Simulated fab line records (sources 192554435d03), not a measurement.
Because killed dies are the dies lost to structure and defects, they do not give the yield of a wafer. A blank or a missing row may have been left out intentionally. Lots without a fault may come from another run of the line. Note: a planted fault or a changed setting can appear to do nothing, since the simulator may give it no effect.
2 desks, one fault    flow n5_finfet    numbers are kept per desk, each desk with only its own; the story behind them comes last

## AT THE METROLOGY DESK
What the gauges read, lot by lot, whatever tool the lot ran on: means of the sampled wafers that have a number. Marked OUT: a lot whose mean sits more than 4 standard deviations from the usual mean, which makes it out of limits; the brackets give that distance.
Columns: A = TV_OVL at N5_PASSIVATION_OVL_MEAS_60, usual 1 nm
lot   first seen here  A
L238  day 11 23:25     8
L243  day 14 11:59     4
L245  day 14 12:08     2
L247  day 14 12:24     -2
L256  day 17 02:49     -3
L257  day 17 14:01     -0
L259  day 18 02:36     4
L260  day 18 13:43     3
L258  day 18 14:43     -7
L261  day 19 08:47     4
This desk's verdict: no lot among the 10 shows anything out of limits.

## TOOL OWNER'S DESK, rie_diel-02
The tool's own readings at N5_PASSIVATION_ETCH_54 (etches SiO2 in CHF3/O2, target depth 880 nm, time 440 s): means of the sampled wafers that have a number, for each lot that ran on this tool. Marked OUT: a lot whose mean sits more than 4 standard deviations from the usual mean, which makes it out of limits; the brackets give that distance.
Columns: A = drypump_motor_current_A at N5_PASSIVATION_ETCH_54, usual 5.6 A; B = oes_f_703_au at N5_PASSIVATION_ETCH_54, usual 0.77 a.u.; C = oes_product_au at N5_PASSIVATION_ETCH_54, usual 0.77 a.u.; D = rf_fwd_power_W at N5_PASSIVATION_ETCH_54, usual 649.0 W; E = rf_vpp_V at N5_PASSIVATION_ETCH_54, usual 526 V; F = showerhead_plenum_p_Torr at N5_PASSIVATION_ETCH_54, usual 2.41 Torr; G = throttle_valve_pct at N5_PASSIVATION_ETCH_54, usual 18.99 %
lot   first seen here  A    B     C     D                E               F     G
L238  day 12 04:00     5.5  0.73  0.74  651.4            516             2.37  18.85
L245  day 14 16:44     5.4  0.71  0.71  650.1            531             2.42  19.15
L247  day 14 17:19     5.6  0.70  0.70  649.6            530             2.29  19.19
L256  day 17 06:50     5.3  0.97  0.80  806.3 (+79) OUT  473 (-4.8) OUT  2.45  18.95
L257  day 18 01:19     5.8  0.97  0.79  805.7 (+78) OUT  472 (-4.9) OUT  2.38  18.95
This desk finds L256, L257 out of limits, L256 being first, at day 17 06:50 (rf_fwd_power_W at N5_PASSIVATION_ETCH_54). L238, L245, L247 stayed within limits.

## BROUGHT TOGETHER
On L256, L257, at day 17 06:50, an alarm was possible from the tool owner's desk.
Metrology desk: nothing out of limits seen.
The metrology desk has L256, L257 on record, within its limits.
N5_PASSIVATION_ETCH_54 was run on rie_diel-02 by each of the lots named.

## WHAT WAS PUT IN BY THE SIMULATOR
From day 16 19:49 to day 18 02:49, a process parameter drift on rie_diel-02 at N5_PASSIVATION_ETCH_54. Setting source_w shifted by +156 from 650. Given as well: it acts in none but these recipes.
Shown lots that were struck: L256, L257.
Each desk's first reading out of limits, in hours after the fault started: the tool owner's desk, 11.
